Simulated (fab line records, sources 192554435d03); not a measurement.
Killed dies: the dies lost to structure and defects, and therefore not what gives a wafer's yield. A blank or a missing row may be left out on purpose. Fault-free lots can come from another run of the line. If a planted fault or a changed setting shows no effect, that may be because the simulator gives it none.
fab line records | flow n5Finfet | part 1 of 2: steps 1 to 4 of 6
record: lots: 23 wafers: 69 lastDay: 17
route steps=1938 shown WELL_APT@31 PMOS_HMC_CHANNEL_EPI@70 FIN_SAQP@140
lots untouched by any fault: they come from a run of this same line in which no faults occurred
startH: hours from the record's first day to the start of the lot's first wafer shown | waitH: time in hours since the lot's previous step | " same as the row above | L1.1+2: several wafers, shown together as one row | - no value, or no start was given | * or withheld: withheld | < > ~ a bound
route shown NAME@n: a module of which the file shows steps, and the number in the route of the first | usual: mean and standard deviation over wafers with no fault | same: alike in all rows | chamber/n: place in a boat | sites: each site's reading | _std_site: standard deviation across them | _edge_site: the outer-site mean with the inner-site mean subtracted | radiusMm: for every site, how far away it sits from the centre of the wafer | mask NAME#n: copy n | behind: the last tool/chamber to shape the wafer | hold: the reason the lot was held/the length of the hold in hours/how it ended | device: transistor that didn't switch, given as n, p or np | end of line: at the end of the route, the tests of the same wafers | for a step that has no rows: nothing shown but its recipe | killed: count of dies lost to structure and defects at first sort (not the wafer's yield) | map: the dies of a wafer, with x for killed, . for not killed, _ for no die there
set.NAME: the run value of the setting; set.NAME@STEP: its run value at that earlier step | model.NAME: the simulator's own value behind a step, which no gauge read
the route's steps for a sample of lots (tables are steps, rows are wafers)
services: a tool's chamber out of use, with start hour (startH, from the record's first day; less than 0 if before it), hours out, and reason
== steps ==
step: N5_WELL_APT_DESCUM_13
recipe: chemistry: O2 timeS: 7.9 sourcePowerW: 50 biasPowerW: 20 pressureMtorr: 20 rfFrequencyHz: 2.712e+07 tempC: 40 o2FlowSccm: 225
usual: drypumpMotorCurrentA: 5.8/0.5 o2FlowSccm: 225.1/0.64 oesProductAu: 0.79/0.097 rfVppV: 243.3/1.2 showerheadPlenumPTorr: 2.10/0.063 throttleValvePct: 20.48/0.24
same: timeS: 7.9
columns lot.wafer tool chamber startH waitH drypumpMotorCurrentA o2FlowSccm oesProductAu rfHoursCounterH rfVppV showerheadPlenumPTorr throttleValvePct
L074.2 rieDiel-04 2 13.80 0.0 5.9 225.0 1.00 0 242.5 2.06 20.39
L074.5 " 1 " " 5.9 224.5 0.69 - 241.6 2.07 20.60
L074.6 " 0 " " 6.5 224.7 0.71 - 242.3 2.09 20.57
L075.3 rieDiel-04 0 19.64 0.0 6.5 225.4 0.71 189 244.3 2.09 20.58
L075.4 " 1 " " 6.0 224.9 0.70 - 242.7 2.07 20.61
L075.5 " 0 " " 6.5 225.0 0.71 - 243.2 2.09 20.58
L076.2 rieDiel-04 0 25.91 0.1 6.5 225.3 0.72 193 242.6 2.09 20.58
L076.4 " 1 " " 5.9 223.9 0.69 - 242.4 2.07 20.59
L076.6 " 0 " " 6.5 224.8 0.72 - 242.8 2.09 20.60
L078.1 rieDiel-02 0 37.89 0.0 5.2 224.2 0.66 236 241.9 2.07 20.27
L078.3 " 2 " " 6.5 226.2 0.89 47 243.3 2.12 20.44
L078.6 " 3 " " 5.1 224.9 0.71 - 242.4 2.08 20.81
L079.1 rieDiel-04 0 43.66 0.0 6.5 224.7 0.71 199 244.2 2.08 20.60
L079.4 " 2 " " 5.9 225.7 0.92 14 244.7 2.06 20.39
L079.6 " 0 " " 6.6 224.5 0.71 - 242.0 2.09 20.61
L080.1 rieDiel-04 2 49.87 0.0 5.8 226.2 0.91 16 243.5 2.05 20.42
L080.3 " 3 " " 6.0 224.6 0.97 4 245.3 2.24 20.26
L080.6 " 2 " " 5.9 225.6 0.92 - 242.6 2.05 20.42
L081.1 rieDiel-02 3 55.77 0.0 5.1 225.0 0.71 179 244.2 2.08 20.82
L081.4 " 1 " " 5.5 225.0 0.73 169 243.1 2.18 20.56
L081.6 " 2 " " 6.5 225.3 0.88 - 243.9 2.12 20.48
L082.1 rieDiel-04 3 61.92 0.0 6.0 225.0 0.95 9 245.2 2.24 20.24
L082.4 " 1 " " 6.0 224.4 0.68 228 242.6 2.06 20.62
L082.6 " 1 " " 6.0 225.1 0.68 - 243.6 2.06 20.61
L083.1 rieDiel-02 0 67.65 0.0 5.3 225.1 0.66 245 244.5 2.06 20.26
L083.2 " 1 " " 5.5 226.3 0.73 172 243.6 2.17 20.59
L083.4 " 2 " " 6.5 224.5 0.87 56 243.6 2.12 20.48
L084.3 rieDiel-04 0 74.09 0.0 6.5 225.2 0.70 209 242.1 2.08 20.63
L084.5 " 2 " " 5.8 224.4 0.90 - 242.6 2.05 20.44
L084.6 " 1 " " 5.9 225.8 0.68 - 242.4 2.06 20.61
L085.2 rieDiel-06 0 79.89 0.1 6.8 225.4 0.82 78 242.5 2.02 20.00
L085.4 " 3 " " 4.9 225.6 0.85 56 245.6 2.12 20.44
L085.6 " 1 " " 5.7 225.5 0.78 - 245.1 2.20 20.78
L086.1 rieDiel-04 0 86.00 0.0 6.5 224.8 0.70 213 242.4 2.08 20.63
L086.2 " 1 " " 5.9 224.9 0.68 235 243.3 2.06 20.61
L086.4 " 2 " " 5.8 225.4 0.89 28 242.5 2.05 20.43
L087.2 rieDiel-02 3 92.05 0.0 5.1 225.1 0.70 192 242.2 2.07 20.85
L087.5 " 2 " " 6.5 225.2 0.85 - 244.2 2.11 20.47
L087.6 " 3 " " 5.1 225.9 0.70 - 242.4 2.07 20.85
L088.2 rieDiel-04 3 97.78 0.0 6.0 224.2 0.91 22 245.6 2.23 20.25
L088.3 " 1 " " 5.9 224.9 0.68 239 241.4 2.06 20.61
L088.5 " 1 " " 5.9 225.1 0.68 - 243.4 2.06 20.63
L089.2 rieDiel-02 1 103.99 0.0 5.5 225.8 0.72 185 244.2 2.17 20.60
L089.3 " 2 " " 6.5 225.2 0.85 69 244.3 2.11 20.48
L089.6 " 1 " " 5.5 225.5 0.73 - 244.1 2.17 20.60
L090.1 rieDiel-02 0 110.53 0.6 5.2 224.2 0.97 3 243.0 2.06 19.94
L090.3 " 2 " " 6.5 224.8 0.85 73 243.8 2.11 20.47
L090.6 " 0 " " 5.2 224.4 0.97 - 242.2 2.06 19.95
L091.4 rieDiel-02 0 115.87 0.1 5.2 225.3 0.95 - 243.7 2.06 19.95
L091.5 " 3 " " 5.1 226.2 0.69 - 243.5 2.07 20.86
L091.6 " 1 " " 5.5 224.4 0.71 - 245.3 2.17 20.61
L092.1 rieDiel-06 0 121.90 0.0 6.8 224.4 0.80 93 244.0 2.01 20.02
L092.4 " 3 " " 4.9 223.6 0.84 71 243.4 2.11 20.48
L092.6 " 1 " " 5.7 225.4 0.77 - 244.6 2.20 20.80
L093.1 rieDiel-04 1 127.89 0.0 6.0 224.7 0.67 244 242.4 2.06 20.62
L093.4 " 3 " " 6.0 224.9 0.88 37 244.8 2.23 20.29
L093.5 " 3 " " 6.0 225.6 0.88 - 246.1 2.23 20.30
L094.2 rieDiel-06 1 133.77 0.0 5.7 224.1 0.76 124 244.6 2.20 20.82
L094.3 " 3 " " 4.9 224.9 0.83 75 243.6 2.11 20.48
L094.4 " 2 " " 5.9 225.4 0.74 141 242.7 2.01 20.23
L095.1 rieDiel-04 0 139.77 0.0 6.5 225.0 0.69 233 242.2 2.07 20.65
L095.3 " 3 " " 6.0 225.1 0.87 41 245.9 2.22 20.29
L095.4 " 1 " " 5.9 224.1 0.67 248 241.3 2.06 20.65
L096.2 rieDiel-02 2 145.86 0.1 6.5 224.7 0.84 76 244.7 2.11 20.50
L096.3 " 0 " " 5.3 223.6 0.91 19 241.9 2.06 19.96
L096.6 " 1 " " 5.5 225.8 0.70 - 243.4 2.16 20.64
L097.1 rieDiel-06 3 151.77 0.0 4.9 224.7 0.82 81 243.5 2.11 20.47
L097.4 " 1 " " 5.7 224.4 0.76 130 244.8 2.20 20.82
L097.5 " 2 " " 5.9 224.9 0.75 - 242.5 2.01 20.26
step: N5_WELL_APT_OVL_MEAS_26
recipe: pointsPerWafer: 44
usual: PWELL_OVL: 2/5.1
columns lot.wafer tool chamber startH waitH PWELL_OVL[nm]
L074.2 overlay-01 0 14.89 0.0 -11
L074.5 " 0 " " -3
L074.6 " 0 " " -7
L075.3 overlay-01 0 20.85 0.0 -8
L075.4 " 0 " " -2
L075.5 " 0 " " -5
L076.2 overlay-02 0 27.10 0.0 12
L076.4 " 0 " " 7
L076.6 " 0 " " 0
L078.1 overlay-01 0 39.12 0.0 -4
L078.3 " 0 " " 0
L078.6 " 0 " " 6
L079.1 overlay-01 0 44.72 0.0 2
L079.4 " 0 " " 2
L079.6 " 0 " " 4
L080.1 overlay-01 0 50.93 0.0 -2
L080.3 " 0 " " -1
L080.6 " 0 " " 3
L081.1 overlay-02 0 56.85 0.0 3
L081.4 " 0 " " -1
L081.6 " 0 " " -2
L082.1 overlay-02 0 62.98 0.0 -5
L082.4 " 0 " " 5
L082.6 " 0 " " -1
L083.1 overlay-01 0 68.84 0.0 -1
L083.2 " 0 " " 4
L083.4 " 0 " " 3
L084.3 overlay-01 0 75.15 0.0 4
L084.5 " 0 " " -1
L084.6 " 0 " " 7
L085.2 overlay-01 0 80.97 0.0 -2
L085.4 " 0 " " 6
L085.6 " 0 " " 6
L086.1 overlay-01 0 87.33 0.0 -3
L086.2 " 0 " " 7
L086.4 " 0 " " 8
L087.2 overlay-01 0 93.12 0.0 7
L087.5 " 0 " " -1
L087.6 " 0 " " 13
L088.2 overlay-01 0 98.84 0.0 -3
L088.3 " 0 " " -10
L088.5 " 0 " " -2
L089.2 overlay-02 0 105.05 0.0 1
L089.3 " 0 " " 6
L089.6 " 0 " " 1
L090.1 overlay-02 0 111.59 0.0 9
L090.3 " 0 " " 4
L090.6 " 0 " " -1
L091.4 overlay-01 0 117.02 0.0 8
L091.5 " 0 " " 2
L091.6 " 0 " " 3
L092.1 overlay-02 0 123.11 0.0 -2
L092.4 " 0 " " 8
L092.6 " 0 " " 7
L093.1 overlay-02 0 129.09 0.0 -4
L093.4 " 0 " " 3
L093.5 " 0 " " 0
L094.2 overlay-01 0 134.85 0.0 10
L094.3 " 0 " " 5
L094.4 " 0 " " 3
L095.1 overlay-01 0 140.87 0.0 4
L095.3 " 0 " " -1
L095.4 " 0 " " 8
L096.2 overlay-02 0 147.05 0.0 6
L096.3 " 0 " " -3
L096.6 " 0 " " 6
L097.1 overlay-02 0 152.84 0.0 6
L097.4 " 0 " " 3
L097.5 " 0 " " 0
step: N5_PMOS_HMC_CHANNEL_EPI_HM_OPEN_15
recipe: chemistry: CHF3/O2 target: SiO2 maskMaterial: CAR-ArF-block targetDepthA: 406 CHF3_flow_sccm: 50 O2_flow_sccm: 5 Ar_flow_sccm: 200 timeS: 20.3 pressureMtorr: 30 sourceW: 650 biasW: 170 ionEnergyEv: 200
usual: drypumpMotorCurrentA: 5.6/0.59 oesProductAu: 0.76/0.078 rfVppV: 523/4.3 showerheadPlenumPTorr: 2.43/0.096 throttleValvePct: 18.90/0.18
same: timeS: 20.3
columns lot.wafer tool chamber startH waitH drypumpMotorCurrentA oesProductAu rfHoursCounterH rfVppV showerheadPlenumPTorr throttleValvePct
L074.2 rieDiel-05 3 17.20 0.0 6.8 0.82 94 514 2.34 18.87
L074.5 " 2 " " 6.2 0.75 - 518 2.32 18.94
L074.6 " 1 " " 6.0 0.70 - 529 2.38 19.07
L075.3 rieDiel-03 1 23.21 0.0 5.5 0.78 133 528 2.52 18.73
L075.4 " 3 " " 5.2 0.83 - 521 2.25 18.62
L075.5 " 1 " " 5.5 0.77 - 528 2.52 18.72
L076.2 rieDiel-01 2 29.42 0.0 6.4 0.79 132 522 2.51 19.15
L076.4 " 3 " " 4.8 0.70 201 523 2.50 18.87
L076.6 " 1 " " 5.8 0.67 - 519 2.28 19.03
L078.1 rieDiel-01 3 41.91 0.0 4.8 0.70 205 521 2.50 18.86
L078.3 " 0 " " 6.0 0.72 204 527 2.48 19.01
L078.6 " 3 " " 4.9 0.69 - 520 2.50 18.85
L079.1 rieDiel-03 1 47.98 0.0 5.5 0.76 143 528 2.51 18.73
L079.4 " 1 " " 5.5 0.76 - 528 2.51 18.74
L079.6 " 3 " " 5.2 0.82 - 522 2.25 18.64
L080.1 rieDiel-01 2 53.32 0.0 6.4 0.78 139 522 2.51 19.17
L080.3 " 1 " " 5.8 0.67 247 519 2.28 19.07
L080.6 " 2 " " 6.3 0.79 - 524 2.51 19.17
L081.1 rieDiel-01 1 59.44 0.0 5.8 0.66 248 519 2.28 19.06
L081.4 " 2 " " 6.3 0.77 141 523 2.51 19.16
L081.6 " 0 " " 6.0 0.71 - 525 2.48 19.02
L082.1 rieDiel-03 0 65.61 0.0 5.4 0.73 192 529 2.49 18.76
L082.4 " 0 " " 5.4 0.73 - 530 2.49 18.76
L082.6 " 3 " " 5.2 0.80 - 521 2.25 18.66
L083.1 rieDiel-01 2 71.26 0.0 6.4 0.78 144 523 2.51 19.16
L083.2 " 3 " " 4.9 0.70 213 523 2.49 18.89
L083.4 " 0 " " 6.0 0.71 - 527 2.48 19.04
L084.3 rieDiel-01 3 77.66 0.0 4.8 0.69 216 521 2.49 18.89
L084.5 " 2 " " 6.3 0.78 - 522 2.51 19.16
L084.6 " 3 " " 4.8 0.69 - 522 2.49 18.89
L085.2 rieDiel-05 3 83.70 0.0 6.7 0.80 114 514 2.34 18.92
L085.4 " 2 " " 6.2 0.73 146 518 2.32 18.96
L085.6 " 0 " " 4.7 0.96 - 519 2.37 18.65
L086.1 rieDiel-03 0 89.65 0.0 5.4 0.72 199 528 2.48 18.77
L086.2 " 3 " " 5.3 0.80 94 521 2.24 18.66
L086.4 " 1 " " 5.5 0.76 157 530 2.51 18.76
L087.2 rieDiel-01 0 96.05 0.0 6.0 0.70 223 526 2.48 19.04
L087.5 " 2 " " 6.4 0.76 - 522 2.51 19.16
L087.6 " 1 " " 5.8 1.00 - 528 2.57 18.64
L088.2 rieDiel-01 1 101.14 0.0 5.8 0.98 4 527 2.57 18.63
L088.3 " 0 " " 6.0 0.71 225 527 2.47 19.06
L088.5 " 1 " " 5.8 0.99 - 526 2.57 18.65
L089.2 rieDiel-03 2 107.77 0.0 5.2 0.77 128 522 2.51 18.75
L089.3 " 3 " " 5.2 0.79 100 521 2.24 18.66
L089.6 " 0 " " 5.3 0.72 - 527 2.48 18.77
L090.1 rieDiel-05 0 114.12 0.0 4.7 0.92 16 519 2.37 18.70
L090.3 " 3 " " 6.7 0.79 123 514 2.33 18.93
L090.6 " 3 " " 6.7 0.80 - 514 2.33 18.92
L091.4 rieDiel-03 3 119.33 0.0 5.2 0.80 - 521 2.24 18.68
L091.5 " 2 " " 5.1 0.76 - 522 2.51 18.76
L091.6 " 0 " " 5.4 0.71 - 528 2.48 18.78
L092.1 rieDiel-01 0 125.92 0.0 6.0 0.70 232 525 2.47 19.05
L092.4 " 3 " " 4.9 0.68 233 522 2.49 18.89
L092.6 " 3 " " 4.9 0.67 - 521 2.49 18.91
L093.1 rieDiel-01 1 131.93 0.0 5.8 0.94 14 526 2.56 18.65
L093.4 " 0 " " 6.0 0.70 235 526 2.47 19.06
L093.5 " 3 " " 4.9 0.67 - 522 2.49 18.91
L094.2 rieDiel-05 0 137.19 0.0 4.7 0.91 24 516 2.36 18.69
L094.3 " 3 " " 6.8 0.79 130 513 2.33 18.94
L094.4 " 2 " " 6.2 0.73 159 518 2.31 19.00
L095.1 rieDiel-01 0 143.79 0.0 6.0 0.69 240 526 2.47 19.07
L095.3 " 2 " " 6.4 0.74 171 522 2.50 19.21
L095.4 " 1 " " 5.8 0.94 19 526 2.56 18.66
L096.2 rieDiel-05 0 149.35 0.0 4.7 0.90 28 518 2.36 18.69
L096.3 " 3 " " 6.8 0.78 135 514 2.33 18.94
L096.6 " 0 " " 4.7 0.90 - 518 2.36 18.68
L097.1 rieDiel-03 1 155.20 0.0 5.4 0.75 168 529 2.50 18.79
L097.4 " 3 " " 5.2 0.78 117 521 2.23 18.69
L097.5 " 2 " " 5.2 0.75 - 522 2.50 18.77
step: N5_PMOS_HMC_CHANNEL_EPI_ETCH_38
recipe: chemistry: CF4 target: SiO2 targetDepthA: 15 ionEnergyEv: 350 pressureMtorr: 10 icpW: 800 biasW: 400 cf4FlowSccm: 80
usual: drypumpMotorCurrentA: 5.8/0.54 oesProductAu: 1.003/0.012 throttleValvePct: 21.85/0.22
columns lot.wafer tool chamber startH waitH drypumpMotorCurrentA oesProductAu rfHoursCounterH throttleValvePct
L074.2 rieSi-06 0 17.56 0.0 6.7 0.988 60 22.08
L074.5 " 3 " " 5.9 0.993 - 22.18
L074.6 " 0 " " 6.7 0.992 - 22.08
L075.3 rieSi-05 1 23.58 0.0 5.3 1.011 152 21.98
L075.4 " 0 " " 5.7 1.026 44 21.62
L075.5 " 1 " " 5.3 1.012 - 21.98
L076.2 rieSi-05 2 29.78 0.0 5.3 1.003 83 21.91
L076.4 " 0 " " 5.7 1.015 44 21.63
L076.6 " 1 " " 5.3 0.998 - 21.98
L078.1 rieSi-06 0 42.27 0.0 6.6 1.003 61 22.08
L078.3 " 2 " " 5.7 0.981 79 21.71
L078.6 " 0 " " 6.6 0.986 - 22.09
L079.1 rieSi-06 2 48.34 0.0 5.7 0.975 79 21.73
L079.4 " 1 " " 5.0 1.004 4 21.48
L079.6 " 1 " " 5.0 1.014 - 21.48
L080.1 rieSi-05 1 53.68 0.0 5.3 1.008 152 21.99
L080.3 " 0 " " 5.7 1.025 44 21.63
L080.6 " 0 " " 5.7 1.014 - 21.62
L081.1 rieSi-06 1 59.80 0.0 5.0 1.010 4 21.49
L081.4 " 0 " " 6.6 0.998 61 22.09
L081.6 " 1 " " 5.0 1.017 - 21.50
L082.1 rieSi-05 2 65.97 0.0 5.3 1.015 84 21.91
L082.4 " 1 " " 5.3 1.000 153 21.97
L082.6 " 2 " " 5.2 1.010 - 21.91
L083.1 rieSi-05 2 71.62 0.0 5.3 1.006 84 21.92
L083.2 " 1 " " 5.3 1.008 153 21.98
L083.4 " 3 " " 6.6 1.016 190 21.61
L084.3 rieSi-01 2 78.03 0.0 6.2 0.997 149 21.92
L084.5 " 0 " " 6.2 1.002 - 22.06
L084.6 " 3 " " 6.3 0.995 - 22.01
L085.2 rieSi-01 3 84.06 0.0 6.3 0.980 167 22.03
L085.4 " 2 " " 6.2 0.995 149 21.90
L085.6 " 0 " " 6.2 0.989 - 22.07
L086.1 rieSi-05 2 90.02 0.0 5.3 1.003 84 21.91
L086.2 " 3 " " 6.6 1.014 190 21.62
L086.4 " 1 " " 5.3 1.011 153 21.97
L087.2 rieSi-06 0 96.41 0.0 6.6 0.996 62 22.08
L087.5 " 0 " " 6.6 0.992 - 22.08
L087.6 " 3 " " 5.8 0.995 - 22.17
L088.2 rieSi-05 2 101.72 0.0 5.3 1.002 85 21.92
L088.3 " 3 " " 6.6 1.014 191 21.62
L088.5 " 1 " " 5.3 1.010 - 21.98
L089.2 rieSi-06 2 108.12 0.0 5.6 0.981 81 21.73
L089.3 " 1 " " 5.0 1.005 5 21.50
L089.6 " 1 " " 5.0 1.005 - 21.50
L090.1 rieSi-01 1 114.48 0.0 6.3 0.998 118 21.62
L090.3 " 0 " " 6.2 0.996 15 22.06
L090.6 " 3 " " 6.3 0.993 - 22.03
L091.4 rieSi-05 0 119.68 0.0 5.7 1.008 45 21.64
L091.5 " 0 " " 5.7 1.009 - 21.63
L091.6 " 1 " " 5.3 0.985 - 21.98
L092.1 rieSi-01 2 126.28 0.0 6.2 1.003 150 21.91
L092.4 " 1 " " 6.3 1.000 118 21.62
L092.6 " 2 " " 6.2 1.008 - 21.93
L093.1 rieSi-01 1 132.29 0.0 6.2 0.997 118 21.63
L093.4 " 3 " " 6.3 0.988 168 22.02
L093.5 " 0 " " 6.2 1.007 - 22.07
L094.2 rieSi-06 2 137.55 0.0 5.7 0.987 81 21.74
L094.3 " 3 " " 5.8 0.998 190 22.19
L094.4 " 1 " " 5.0 0.999 5 21.50
L095.1 rieSi-05 0 144.15 0.0 5.7 1.023 46 21.64
L095.3 " 3 " " 6.6 1.021 191 21.62
L095.4 " 2 " " 5.3 1.014 85 21.90
L096.2 rieSi-06 3 149.71 0.0 5.8 0.994 191 22.20
L096.3 " 2 " " 5.6 0.981 81 21.73
L096.6 " 3 " " 5.8 0.998 - 22.20
L097.1 rieSi-05 1 155.56 0.0 5.3 1.012 154 21.99
L097.4 " 3 " " 6.6 1.027 192 21.60
L097.5 " 3 " " 6.6 1.022 - 21.61
